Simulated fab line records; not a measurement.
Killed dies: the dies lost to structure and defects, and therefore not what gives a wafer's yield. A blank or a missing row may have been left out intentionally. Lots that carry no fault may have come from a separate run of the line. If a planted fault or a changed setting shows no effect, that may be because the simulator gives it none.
Matching of chambers || flow nand-harc || NHARC_A_STAIRCASE_DEP_322 on pecvd-03: 3 sister chambers
The step deposits SiO2, target thk 7200 nm. 3 wafers are shown with their chamber, then 7 later ones without.

== EACH WAFER AND ITS CHAMBER ==
{"wafer": "L084.1", "chamber": 2, "heater-power-outer-w (W)": 356}
{"wafer": "L086.1", "chamber": 1, "heater-power-outer-w (W)": 532}
{"wafer": "L086.3", "chamber": 0, "heater-power-outer-w (W)": 467}

== WAFERS WHOSE CHAMBER IS MISSING ==
{"wafer": "L086.5", "heater-power-outer-w (W)": 362}
{"wafer": "L092.1", "heater-power-outer-w (W)": 444}
{"wafer": "L092.2", "heater-power-outer-w (W)": 530}
{"wafer": "L092.4", "heater-power-outer-w (W)": 331}
{"wafer": "L094.2", "heater-power-outer-w (W)": 395}
{"wafer": "L094.3", "heater-power-outer-w (W)": 388}
{"wafer": "L094.5", "heater-power-outer-w (W)": 352}

== EACH ONE'S CHAMBER ==
{"wafer": "L086.5", "from the rows above": 2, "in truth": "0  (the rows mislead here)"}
{"wafer": "L092.1", "from the rows above": 0, "in truth": 0}
{"wafer": "L092.2", "from the rows above": 1, "in truth": 1}
{"wafer": "L092.4", "from the rows above": 2, "in truth": 2}
{"wafer": "L094.2", "from the rows above": "can't be placed: 2 or 0", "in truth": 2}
{"wafer": "L094.3", "from the rows above": 2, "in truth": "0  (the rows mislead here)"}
{"wafer": "L094.5", "from the rows above": 2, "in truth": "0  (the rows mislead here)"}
Placed correctly: 3 of 7. Can't be placed from these rows: 1 (the true chamber is among the candidates in 1). Placed wrongly: 3.
How it was worked out, from the rows above alone: a wafer's distance from a chamber is the root of the sum, over the readings, of the square of ((its reading less the chamber's mean) divided by the reading's scatter). The wafer belongs to the nearest chamber; if the next one is less than 2 further off, it can't be placed. A chamber's mean is the mean of its shown wafers. The scatter (one wafer shown for each chamber): square how far every hidden wafer sits from the nearest shown wafer, average those squares and take the square root.
